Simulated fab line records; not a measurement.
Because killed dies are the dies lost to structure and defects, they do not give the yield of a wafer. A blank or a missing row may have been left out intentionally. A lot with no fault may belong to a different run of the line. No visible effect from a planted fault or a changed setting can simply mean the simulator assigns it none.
What tool caused it? || flow n5Finfet || 72 wafers from 24 lots sampled at 4 of the route's 1938 steps

WHAT THE GAUGES READ, wafer by wafer
N5_BEOL_M15_INSPECT_12: inspects for defects (macro).
{"lot": "L075", "measured": "day 12 16:14", "on": "defectInspect-02", "rawDefectCount": "1 2 3"}
{"lot": "L074", "measured": "day 13 08:27", "on": "defectInspect-01", "rawDefectCount": "1 4 3"}
{"lot": "L076", "measured": "day 13 09:31", "on": "defectInspect-02", "rawDefectCount": "2 2 1"}
{"lot": "L077", "measured": "day 13 14:47", "on": "defectInspect-01", "rawDefectCount": "2 2 0"}
{"lot": "L078", "measured": "day 13 18:44", "on": "defectInspect-02", "rawDefectCount": "0 2 0"}
{"lot": "L079", "measured": "day 14 01:34", "on": "defectInspect-01", "rawDefectCount": "1 1 3"}
{"lot": "L082", "measured": "day 14 04:13", "on": "defectInspect-01", "rawDefectCount": "2 3 3"}
{"lot": "L081", "measured": "day 14 13:39", "on": "defectInspect-01", "rawDefectCount": "2 1 2"}
{"lot": "L080", "measured": "day 14 18:21", "on": "defectInspect-01", "rawDefectCount": "1 0 1"}
{"lot": "L083", "measured": "day 14 20:20", "on": "defectInspect-02", "rawDefectCount": "1 2 0"}
{"lot": "L084", "measured": "day 14 23:04", "on": "defectInspect-02", "rawDefectCount": "1 1 4"}
{"lot": "L085", "measured": "day 15 00:07", "on": "defectInspect-01", "rawDefectCount": "0 2 3"}
{"lot": "L086", "measured": "day 15 09:55", "on": "defectInspect-01", "rawDefectCount": "1 2 0"}
{"lot": "L088", "measured": "day 16 04:49", "on": "defectInspect-01", "rawDefectCount": "0 0 2"}
{"lot": "L087", "measured": "day 16 09:32", "on": "defectInspect-02", "rawDefectCount": "4 0 0"}
{"lot": "L091", "measured": "day 16 10:01", "on": "defectInspect-01", "rawDefectCount": "0 2 3"}
{"lot": "L089", "measured": "day 17 00:47", "on": "defectInspect-01", "rawDefectCount": "0 0 2"}
{"lot": "L090", "measured": "day 17 09:58", "on": "defectInspect-02", "rawDefectCount": "5 2 2"}
{"lot": "L093", "measured": "day 17 18:35", "on": "defectInspect-02", "rawDefectCount": "2 2 3"}
{"lot": "L092", "measured": "day 18 05:31", "on": "defectInspect-02", "rawDefectCount": "1 3 4"}
{"lot": "L094", "measured": "day 18 22:00", "on": "defectInspect-01", "rawDefectCount": "1 4 3"}
{"lot": "L095", "measured": "day 18 22:45", "on": "defectInspect-02", "rawDefectCount": "3 1 5"}
{"lot": "L097", "measured": "day 19 01:17", "on": "defectInspect-01", "rawDefectCount": "3 4 4"}
{"lot": "L096", "measured": "day 19 01:07", "on": "defectInspect-02", "rawDefectCount": "2 2 2"}

TOOL THAT RAN EACH LOT (tool first, then ch and the chambers of the sampled wafers, then the start)
{"lot": "L075", "N5_BEOL_M14_STRIP_63": "rieDiel-06 ch 1,2,3, day 12 15:22 or earlier", "N5_BEOL_M14_STRIP_64": "rieDiel-06 ch 1,2,3, day 12 15:22 or earlier", "N5_BEOL_M14_DEP_53": "pecvd-01 ch 0,1,2, day 12 15:22"}
{"lot": "L074", "N5_BEOL_M14_STRIP_63": "rieDiel-05 ch 2,3, day 13 07:43 or earlier", "N5_BEOL_M14_STRIP_64": "rieDiel-05 ch 2,3, day 13 07:43 or earlier", "N5_BEOL_M14_DEP_53": "pecvd-03 ch 1,2, day 13 07:43"}
{"lot": "L076", "N5_BEOL_M14_STRIP_63": "rieDiel-05 ch 0,1,3, day 13 08:46 or earlier", "N5_BEOL_M14_STRIP_64": "rieDiel-05 ch 0,1,3, day 13 08:46 or earlier", "N5_BEOL_M14_DEP_53": "pecvd-03 ch 0,1,2, day 13 08:46"}
{"lot": "L077", "N5_BEOL_M14_STRIP_63": "rieDiel-05 ch 1,2, day 13 13:55 or earlier", "N5_BEOL_M14_STRIP_64": "rieDiel-05 ch 1,2, day 13 13:55 or earlier", "N5_BEOL_M14_DEP_53": "pecvd-03 ch 0,1,2, day 13 13:55"}
{"lot": "L078", "N5_BEOL_M14_STRIP_63": "rieDiel-05 ch 1,2,3, day 13 17:53 or earlier", "N5_BEOL_M14_STRIP_64": "rieDiel-05 ch 1,2,3, day 13 17:53 or earlier", "N5_BEOL_M14_DEP_53": "pecvd-03 ch 0,1,2, day 13 17:53"}
{"lot": "L079", "N5_BEOL_M14_STRIP_63": "rieDiel-06 ch 0,1, day 14 00:42 or earlier", "N5_BEOL_M14_STRIP_64": "rieDiel-06 ch 0,1, day 14 00:42 or earlier", "N5_BEOL_M14_DEP_53": "pecvd-03 ch 0,1, day 14 00:42"}
{"lot": "L082", "N5_BEOL_M14_STRIP_63": "rieDiel-06 ch 2,3, day 14 03:16 or earlier", "N5_BEOL_M14_STRIP_64": "rieDiel-06 ch 2,3, day 14 03:16 or earlier", "N5_BEOL_M14_DEP_53": "pecvd-04 ch 0,1,2, day 14 03:16"}
{"lot": "L081", "N5_BEOL_M14_STRIP_63": "rieDiel-05 ch 0,1,3, day 14 12:55 or earlier", "N5_BEOL_M14_STRIP_64": "rieDiel-05 ch 0,1,3, day 14 12:55 or earlier", "N5_BEOL_M14_DEP_53": "pecvd-04 ch 1,2, day 14 12:55"}
{"lot": "L080", "N5_BEOL_M14_STRIP_63": "rieDiel-06 ch 0,2,3, day 14 17:29 or earlier", "N5_BEOL_M14_STRIP_64": "rieDiel-06 ch 0,2,3, day 14 17:29 or earlier", "N5_BEOL_M14_DEP_53": "pecvd-04 ch 0,2, day 14 17:29"}
{"lot": "L083", "N5_BEOL_M14_STRIP_63": "rieDiel-04 ch 2,3, day 14 19:29 or earlier", "N5_BEOL_M14_STRIP_64": "rieDiel-04 ch 2,3, day 14 19:29 or earlier", "N5_BEOL_M14_DEP_53": "pecvd-04 ch 0,2, day 14 19:29"}
{"lot": "L084", "N5_BEOL_M14_STRIP_63": "rieDiel-05 ch 1,2, day 14 22:13 or earlier", "N5_BEOL_M14_STRIP_64": "rieDiel-05 ch 1,2, day 14 22:13 or earlier", "N5_BEOL_M14_DEP_53": "pecvd-03 ch 0,2, day 14 22:13"}
{"lot": "L085", "N5_BEOL_M14_STRIP_63": "rieDiel-05 ch 1,2,3, day 14 23:15 or earlier", "N5_BEOL_M14_STRIP_64": "rieDiel-05 ch 1,2,3, day 14 23:15 or earlier", "N5_BEOL_M14_DEP_53": "pecvd-03 ch 0,2, day 14 23:15"}
{"lot": "L086", "N5_BEOL_M14_STRIP_63": "rieDiel-04 ch 0,2,3, day 15 09:11 or earlier", "N5_BEOL_M14_STRIP_64": "rieDiel-04 ch 0,2,3, day 15 09:11 or earlier", "N5_BEOL_M14_DEP_53": "pecvd-03 ch 1,2, day 15 09:11"}
{"lot": "L088", "N5_BEOL_M14_STRIP_63": "rieDiel-04 ch 0,2,3, day 16 03:58 or earlier", "N5_BEOL_M14_STRIP_64": "rieDiel-04 ch 0,2,3, day 16 03:58 or earlier", "N5_BEOL_M14_DEP_53": "pecvd-04 ch 1,2, day 16 03:58"}
{"lot": "L087", "N5_BEOL_M14_STRIP_63": "rieDiel-05 ch 1,2, day 16 08:48 or earlier", "N5_BEOL_M14_STRIP_64": "rieDiel-05 ch 1,2, day 16 08:48 or earlier", "N5_BEOL_M14_DEP_53": "pecvd-03 ch 1,2, day 16 08:48"}
{"lot": "L091", "N5_BEOL_M14_STRIP_63": "rieDiel-04 ch 2,3, day 16 09:07 or earlier", "N5_BEOL_M14_STRIP_64": "rieDiel-04 ch 2,3, day 16 09:07 or earlier", "N5_BEOL_M14_DEP_53": "pecvd-03 ch 0,2, day 16 09:07"}
{"lot": "L089", "N5_BEOL_M14_STRIP_63": "rieDiel-04 ch 0,1,2, day 17 00:04 or earlier", "N5_BEOL_M14_STRIP_64": "rieDiel-04 ch 0,1,2, day 17 00:04 or earlier", "N5_BEOL_M14_DEP_53": "pecvd-03 ch 0,1, day 17 00:04"}
{"lot": "L090", "N5_BEOL_M14_STRIP_63": "rieDiel-05 ch 0,2,3, day 17 09:07 or earlier", "N5_BEOL_M14_STRIP_64": "rieDiel-05 ch 0,2,3, day 17 09:07 or earlier", "N5_BEOL_M14_DEP_53": "pecvd-04 ch 0,1,2, day 17 09:07"}
{"lot": "L093", "N5_BEOL_M14_STRIP_63": "rieDiel-06 ch 1,2,3, day 17 17:50 or earlier", "N5_BEOL_M14_STRIP_64": "rieDiel-06 ch 1,2,3, day 17 17:50 or earlier", "N5_BEOL_M14_DEP_53": "pecvd-04 ch 0,2, day 17 17:50"}
{"lot": "L092", "N5_BEOL_M14_STRIP_63": "rieDiel-05 ch 0,2,3, day 18 04:48 or earlier", "N5_BEOL_M14_STRIP_64": "rieDiel-05 ch 0,2,3, day 18 04:48 or earlier", "N5_BEOL_M14_DEP_53": "pecvd-04 ch 0,1,2, day 18 04:48"}
{"lot": "L094", "N5_BEOL_M14_STRIP_63": "rieDiel-04 ch 0,1,2, day 18 21:08 or earlier", "N5_BEOL_M14_STRIP_64": "rieDiel-04 ch 0,1,2, day 18 21:08 or earlier", "N5_BEOL_M14_DEP_53": "pecvd-04 ch 0,1,2, day 18 21:08"}
{"lot": "L095", "N5_BEOL_M14_STRIP_63": "rieDiel-06 ch 0,1, day 18 21:54 or earlier", "N5_BEOL_M14_STRIP_64": "rieDiel-06 ch 0,1, day 18 21:54 or earlier", "N5_BEOL_M14_DEP_53": "pecvd-03 ch 0,2, day 18 21:54"}
{"lot": "L097", "N5_BEOL_M14_STRIP_63": "rieDiel-05 ch 0,2,3, day 19 00:24 or earlier", "N5_BEOL_M14_STRIP_64": "rieDiel-05 ch 0,2,3, day 19 00:24 or earlier", "N5_BEOL_M14_DEP_53": "pecvd-01 ch 0,1, day 19 00:24"}
{"lot": "L096", "N5_BEOL_M14_STRIP_63": "rieDiel-05 ch 0,1, day 19 00:09 or earlier", "N5_BEOL_M14_STRIP_64": "rieDiel-05 ch 0,1, day 19 00:09 or earlier", "N5_BEOL_M14_DEP_53": "pecvd-01 ch 0,2, day 19 00:09"}
- N5_BEOL_M14_STRIP_63: strips in O2.
- N5_BEOL_M14_STRIP_64: strips in O2.
- N5_BEOL_M14_DEP_53: deposits SiCN from 3MS/NH3, target thk 50 nm, time 17.8 s.

AS READ BY THE TOOLS THEMSELVES (means over the sampled wafers that have a number; for cases with no such wafer, the mark the record gives instead)
N5_BEOL_M14_STRIP_63.
{"lot": "L075", "tool": "rieDiel-06", "drypumpMotorCurrentA (A)": 5.54, "oesProductAu (a.u.)": 0.84, "rfVppV (V)": 3.6, "showerheadPlenumPTorr (Torr)": 2.12, "throttleValvePct (%)": 16.29}
{"lot": "L074", "tool": "rieDiel-05", "drypumpMotorCurrentA (A)": 6.06, "oesProductAu (a.u.)": 0.84, "rfVppV (V)": 4.4, "showerheadPlenumPTorr (Torr)": 2.08, "throttleValvePct (%)": 16.68}
{"lot": "L076", "tool": "rieDiel-05", "drypumpMotorCurrentA (A)": 5.74, "oesProductAu (a.u.)": 0.83, "rfVppV (V)": 4.1, "showerheadPlenumPTorr (Torr)": 2.09, "throttleValvePct (%)": 16.39}
{"lot": "L077", "tool": "rieDiel-05", "drypumpMotorCurrentA (A)": 5.91, "oesProductAu (a.u.)": 0.82, "rfVppV (V)": 3.4, "showerheadPlenumPTorr (Torr)": 2.11, "throttleValvePct (%)": 16.36}
{"lot": "L078", "tool": "rieDiel-05", "drypumpMotorCurrentA (A)": 5.97, "oesProductAu (a.u.)": 0.83, "rfVppV (V)": 3.8, "showerheadPlenumPTorr (Torr)": 2.09, "throttleValvePct (%)": 16.46}
{"lot": "L079", "tool": "rieDiel-06", "drypumpMotorCurrentA (A)": 5.60, "oesProductAu (a.u.)": 0.80, "rfVppV (V)": 3.5, "showerheadPlenumPTorr (Torr)": 2.14, "throttleValvePct (%)": 16.63}
{"lot": "L082", "tool": "rieDiel-06", "drypumpMotorCurrentA (A)": 5.59, "oesProductAu (a.u.)": 0.84, "rfVppV (V)": 3.8, "showerheadPlenumPTorr (Torr)": 2.17, "throttleValvePct (%)": 16.24}
{"lot": "L081", "tool": "rieDiel-05", "drypumpMotorCurrentA (A)": 5.76, "oesProductAu (a.u.)": 0.81, "rfVppV (V)": 3.4, "showerheadPlenumPTorr (Torr)": 2.09, "throttleValvePct (%)": 16.40}
{"lot": "L080", "tool": "rieDiel-06", "drypumpMotorCurrentA (A)": 5.52, "oesProductAu (a.u.)": 0.83, "rfVppV (V)": 3.3, "showerheadPlenumPTorr (Torr)": 2.17, "throttleValvePct (%)": 16.37}
{"lot": "L083", "tool": "rieDiel-04", "drypumpMotorCurrentA (A)": 5.85, "oesProductAu (a.u.)": 0.88, "rfVppV (V)": 3.4, "showerheadPlenumPTorr (Torr)": 2.23, "throttleValvePct (%)": 16.71}
{"lot": "L084", "tool": "rieDiel-05", "drypumpMotorCurrentA (A)": 6.01, "oesProductAu (a.u.)": 0.78, "rfVppV (V)": 3.7, "showerheadPlenumPTorr (Torr)": 2.09, "throttleValvePct (%)": 16.62}
{"lot": "L085", "tool": "rieDiel-05", "drypumpMotorCurrentA (A)": 5.97, "oesProductAu (a.u.)": 0.81, "rfVppV (V)": 3.8, "showerheadPlenumPTorr (Torr)": 2.08, "throttleValvePct (%)": 16.50}
{"lot": "L086", "tool": "rieDiel-04", "drypumpMotorCurrentA (A)": 5.62, "oesProductAu (a.u.)": 0.89, "rfVppV (V)": 3.4, "showerheadPlenumPTorr (Torr)": 2.17, "throttleValvePct (%)": 16.56}
{"lot": "L088", "tool": "rieDiel-04", "drypumpMotorCurrentA (A)": 5.64, "oesProductAu (a.u.)": 0.88, "rfVppV (V)": 3.7, "showerheadPlenumPTorr (Torr)": 2.17, "throttleValvePct (%)": 16.58}
{"lot": "L087", "tool": "rieDiel-05", "drypumpMotorCurrentA (A)": 6.04, "oesProductAu (a.u.)": 0.78, "rfVppV (V)": 3.8, "showerheadPlenumPTorr (Torr)": 2.09, "throttleValvePct (%)": 16.64}
{"lot": "L091", "tool": "rieDiel-04", "drypumpMotorCurrentA (A)": 5.65, "oesProductAu (a.u.)": 0.90, "rfVppV (V)": 3.1, "showerheadPlenumPTorr (Torr)": 2.22, "throttleValvePct (%)": 16.71}
{"lot": "L089", "tool": "rieDiel-04", "drypumpMotorCurrentA (A)": 5.65, "oesProductAu (a.u.)": 0.89, "rfVppV (V)": 4.9, "showerheadPlenumPTorr (Torr)": 2.13, "throttleValvePct (%)": 16.53}
{"lot": "L090", "tool": "rieDiel-05", "drypumpMotorCurrentA (A)": 5.86, "oesProductAu (a.u.)": 0.77, "rfVppV (V)": 3.8, "showerheadPlenumPTorr (Torr)": 2.07, "throttleValvePct (%)": 16.67}
{"lot": "L093", "tool": "rieDiel-06", "drypumpMotorCurrentA (A)": 5.54, "oesProductAu (a.u.)": 0.80, "rfVppV (V)": 3.6, "showerheadPlenumPTorr (Torr)": 2.11, "throttleValvePct (%)": 16.36}
{"lot": "L092", "tool": "rieDiel-05", "drypumpMotorCurrentA (A)": 5.88, "oesProductAu (a.u.)": 0.76, "rfVppV (V)": 3.3, "showerheadPlenumPTorr (Torr)": 2.07, "throttleValvePct (%)": 16.68}
{"lot": "L094", "tool": "rieDiel-04", "drypumpMotorCurrentA (A)": 5.65, "oesProductAu (a.u.)": 0.86, "rfVppV (V)": 4.5, "showerheadPlenumPTorr (Torr)": 2.13, "throttleValvePct (%)": 16.56}
{"lot": "L095", "tool": "rieDiel-06", "drypumpMotorCurrentA (A)": 5.60, "oesProductAu (a.u.)": 0.75, "rfVppV (V)": 4.0, "showerheadPlenumPTorr (Torr)": 2.07, "throttleValvePct (%)": 16.66}
{"lot": "L097", "tool": "rieDiel-05", "drypumpMotorCurrentA (A)": 5.88, "oesProductAu (a.u.)": 0.76, "rfVppV (V)": 3.4, "showerheadPlenumPTorr (Torr)": 2.07, "throttleValvePct (%)": 16.70}
{"lot": "L096", "tool": "rieDiel-05", "drypumpMotorCurrentA (A)": 5.71, "oesProductAu (a.u.)": 0.76, "rfVppV (V)": 4.3, "showerheadPlenumPTorr (Torr)": 2.10, "throttleValvePct (%)": 16.40}

N5_BEOL_M14_STRIP_64.
{"lot": "L075", "tool": "rieDiel-06", "drypumpMotorCurrentA (A)": 5.55, "oesProductAu (a.u.)": 0.84, "rfVppV (V)": 3.6, "showerheadPlenumPTorr (Torr)": 2.12, "throttleValvePct (%)": 16.28}
{"lot": "L074", "tool": "rieDiel-05", "drypumpMotorCurrentA (A)": 6.07, "oesProductAu (a.u.)": 0.83, "rfVppV (V)": 3.9, "showerheadPlenumPTorr (Torr)": 2.08, "throttleValvePct (%)": 16.69}
{"lot": "L076", "tool": "rieDiel-05", "drypumpMotorCurrentA (A)": 5.76, "oesProductAu (a.u.)": 0.82, "rfVppV (V)": 3.7, "showerheadPlenumPTorr (Torr)": 2.09, "throttleValvePct (%)": 16.38}
{"lot": "L077", "tool": "rieDiel-05", "drypumpMotorCurrentA (A)": 5.91, "oesProductAu (a.u.)": 0.83, "rfVppV (V)": 3.5, "showerheadPlenumPTorr (Torr)": 2.11, "throttleValvePct (%)": 16.37}
{"lot": "L078", "tool": "rieDiel-05", "drypumpMotorCurrentA (A)": 5.95, "oesProductAu (a.u.)": 0.84, "rfVppV (V)": 3.2, "showerheadPlenumPTorr (Torr)": 2.08, "throttleValvePct (%)": 16.48}
{"lot": "L079", "tool": "rieDiel-06", "drypumpMotorCurrentA (A)": 5.59, "oesProductAu (a.u.)": 0.80, "rfVppV (V)": 4.0, "showerheadPlenumPTorr (Torr)": 2.14, "throttleValvePct (%)": 16.64}
{"lot": "L082", "tool": "rieDiel-06", "drypumpMotorCurrentA (A)": 5.59, "oesProductAu (a.u.)": 0.84, "rfVppV (V)": 3.8, "showerheadPlenumPTorr (Torr)": 2.17, "throttleValvePct (%)": 16.23}
{"lot": "L081", "tool": "rieDiel-05", "drypumpMotorCurrentA (A)": 5.75, "oesProductAu (a.u.)": 0.82, "rfVppV (V)": 3.5, "showerheadPlenumPTorr (Torr)": 2.09, "throttleValvePct (%)": 16.42}
{"lot": "L080", "tool": "rieDiel-06", "drypumpMotorCurrentA (A)": 5.53, "oesProductAu (a.u.)": 0.83, "rfVppV (V)": 3.3, "showerheadPlenumPTorr (Torr)": 2.17, "throttleValvePct (%)": 16.37}
{"lot": "L083", "tool": "rieDiel-04", "drypumpMotorCurrentA (A)": 5.85, "oesProductAu (a.u.)": 0.88, "rfVppV (V)": 3.2, "showerheadPlenumPTorr (Torr)": 2.23, "throttleValvePct (%)": 16.70}
{"lot": "L084", "tool": "rieDiel-05", "drypumpMotorCurrentA (A)": 6.04, "oesProductAu (a.u.)": 0.79, "rfVppV (V)": 3.7, "showerheadPlenumPTorr (Torr)": 2.09, "throttleValvePct (%)": 16.61}
{"lot": "L085", "tool": "rieDiel-05", "drypumpMotorCurrentA (A)": 5.94, "oesProductAu (a.u.)": 0.81, "rfVppV (V)": 3.8, "showerheadPlenumPTorr (Torr)": 2.08, "throttleValvePct (%)": 16.50}
{"lot": "L086", "tool": "rieDiel-04", "drypumpMotorCurrentA (A)": 5.64, "oesProductAu (a.u.)": 0.89, "rfVppV (V)": 3.5, "showerheadPlenumPTorr (Torr)": 2.17, "throttleValvePct (%)": 16.57}
{"lot": "L088", "tool": "rieDiel-04", "drypumpMotorCurrentA (A)": 5.63, "oesProductAu (a.u.)": 0.88, "rfVppV (V)": 3.8, "showerheadPlenumPTorr (Torr)": 2.17, "throttleValvePct (%)": 16.56}
{"lot": "L087", "tool": "rieDiel-05", "drypumpMotorCurrentA (A)": 6.03, "oesProductAu (a.u.)": 0.78, "rfVppV (V)": 3.4, "showerheadPlenumPTorr (Torr)": 2.09, "throttleValvePct (%)": 16.64}
{"lot": "L091", "tool": "rieDiel-04", "drypumpMotorCurrentA (A)": 5.64, "oesProductAu (a.u.)": 0.89, "rfVppV (V)": 3.7, "showerheadPlenumPTorr (Torr)": 2.22, "throttleValvePct (%)": 16.71}
{"lot": "L089", "tool": "rieDiel-04", "drypumpMotorCurrentA (A)": 5.67, "oesProductAu (a.u.)": 0.88, "rfVppV (V)": 3.3, "showerheadPlenumPTorr (Torr)": 2.13, "throttleValvePct (%)": 16.52}
{"lot": "L090", "tool": "rieDiel-05", "drypumpMotorCurrentA (A)": 5.88, "oesProductAu (a.u.)": 0.77, "rfVppV (V)": 3.9, "showerheadPlenumPTorr (Torr)": 2.07, "throttleValvePct (%)": 16.67}
{"lot": "L093", "tool": "rieDiel-06", "drypumpMotorCurrentA (A)": 5.54, "oesProductAu (a.u.)": 0.79, "rfVppV (V)": 4.3, "showerheadPlenumPTorr (Torr)": 2.11, "throttleValvePct (%)": 16.36}
{"lot": "L092", "tool": "rieDiel-05", "drypumpMotorCurrentA (A)": 5.88, "oesProductAu (a.u.)": 0.76, "rfVppV (V)": 3.6, "showerheadPlenumPTorr (Torr)": 2.07, "throttleValvePct (%)": 16.69}
{"lot": "L094", "tool": "rieDiel-04", "drypumpMotorCurrentA (A)": 5.63, "oesProductAu (a.u.)": 0.86, "rfVppV (V)": 3.9, "showerheadPlenumPTorr (Torr)": 2.13, "throttleValvePct (%)": 16.56}
{"lot": "L095", "tool": "rieDiel-06", "drypumpMotorCurrentA (A)": 5.61, "oesProductAu (a.u.)": 0.74, "rfVppV (V)": 3.6, "showerheadPlenumPTorr (Torr)": 2.07, "throttleValvePct (%)": 16.66}
{"lot": "L097", "tool": "rieDiel-05", "drypumpMotorCurrentA (A)": 5.86, "oesProductAu (a.u.)": 0.76, "rfVppV (V)": 3.7, "showerheadPlenumPTorr (Torr)": 2.07, "throttleValvePct (%)": 16.70}
{"lot": "L096", "tool": "rieDiel-05", "drypumpMotorCurrentA (A)": 5.72, "oesProductAu (a.u.)": 0.77, "rfVppV (V)": 3.7, "showerheadPlenumPTorr (Torr)": 2.10, "throttleValvePct (%)": 16.37}

N5_BEOL_M14_DEP_53.
{"lot": "L075", "tool": "pecvd-01", "showerheadPlenumPTorr (Torr)": 4.169, "throttleValvePct (%)": 17.5}
{"lot": "L074", "tool": "pecvd-03", "showerheadPlenumPTorr (Torr)": 4.173, "throttleValvePct (%)": 17.4}
{"lot": "L076", "tool": "pecvd-03", "showerheadPlenumPTorr (Torr)": 4.168, "throttleValvePct (%)": 18.0}
{"lot": "L077", "tool": "pecvd-03", "showerheadPlenumPTorr (Torr)": 4.167, "throttleValvePct (%)": 18.0}
{"lot": "L078", "tool": "pecvd-03", "showerheadPlenumPTorr (Torr)": 4.170, "throttleValvePct (%)": 18.1}
{"lot": "L079", "tool": "pecvd-03", "showerheadPlenumPTorr (Torr)": 4.170, "throttleValvePct (%)": 18.5}
{"lot": "L082", "tool": "pecvd-04", "showerheadPlenumPTorr (Torr)": 4.167, "throttleValvePct (%)": 18.3}
{"lot": "L081", "tool": "pecvd-04", "showerheadPlenumPTorr (Torr)": 4.176, "throttleValvePct (%)": 18.5}
{"lot": "L080", "tool": "pecvd-04", "showerheadPlenumPTorr (Torr)": 4.160, "throttleValvePct (%)": 18.3}
{"lot": "L083", "tool": "pecvd-04", "showerheadPlenumPTorr (Torr)": 4.141, "throttleValvePct (%)": 18.3}
{"lot": "L084", "tool": "pecvd-03", "showerheadPlenumPTorr (Torr)": 4.174, "throttleValvePct (%)": 18.7}
{"lot": "L085", "tool": "pecvd-03", "showerheadPlenumPTorr (Torr)": 4.169, "throttleValvePct (%)": 18.7}
{"lot": "L086", "tool": "pecvd-03", "showerheadPlenumPTorr (Torr)": 4.172, "throttleValvePct (%)": 17.7}
{"lot": "L088", "tool": "pecvd-04", "showerheadPlenumPTorr (Torr)": 4.173, "throttleValvePct (%)": 18.7}
{"lot": "L087", "tool": "pecvd-03", "showerheadPlenumPTorr (Torr)": 4.168, "throttleValvePct (%)": 17.5}
{"lot": "L091", "tool": "pecvd-03", "showerheadPlenumPTorr (Torr)": 4.169, "throttleValvePct (%)": 19.0}
{"lot": "L089", "tool": "pecvd-03", "showerheadPlenumPTorr (Torr)": 4.173, "throttleValvePct (%)": 19.6}
{"lot": "L090", "tool": "pecvd-04", "showerheadPlenumPTorr (Torr)": 4.157, "throttleValvePct (%)": 18.5}
{"lot": "L093", "tool": "pecvd-04", "showerheadPlenumPTorr (Torr)": 4.144, "throttleValvePct (%)": 18.3}
{"lot": "L092", "tool": "pecvd-04", "showerheadPlenumPTorr (Torr)": 4.161, "throttleValvePct (%)": 18.5}
{"lot": "L094", "tool": "pecvd-04", "showerheadPlenumPTorr (Torr)": 4.163, "throttleValvePct (%)": 18.6}
{"lot": "L095", "tool": "pecvd-03", "showerheadPlenumPTorr (Torr)": 4.172, "throttleValvePct (%)": 17.9}
{"lot": "L097", "tool": "pecvd-01", "showerheadPlenumPTorr (Torr)": 4.152, "throttleValvePct (%)": 18.0}
{"lot": "L096", "tool": "pecvd-01", "showerheadPlenumPTorr (Torr)": 4.168, "throttleValvePct (%)": 17.0}

THE ANSWER, worked out from the rows above alone
Rule: the usual values come from the lots themselves. Put in order of their means at a reading, lots are off if they are a third of the lots or fewer, leave a main group of 4 or more, and stand apart from it by a gap of 3 or more times the standard deviation of the main group's means; of several such gaps the widest counts. Not used: any main group whose means are identical at the precision the tables above print for the reading. A lot without any number at a reading at which 4 lots or more have one is off too. Any other lot the step has rows for is counted as sound. After the gauges, taken in route order, come the tools' own readings; for these a lot's mean is taken, as printed above. The first step at which some lot is off is used, and at that step the reading that is off furthest; a lot without a number counts as furthest.
Across all readings shown, no lot is off: no conclusion can be drawn from this.

WHAT HAD BEEN PUT IN BY THE SIMULATOR
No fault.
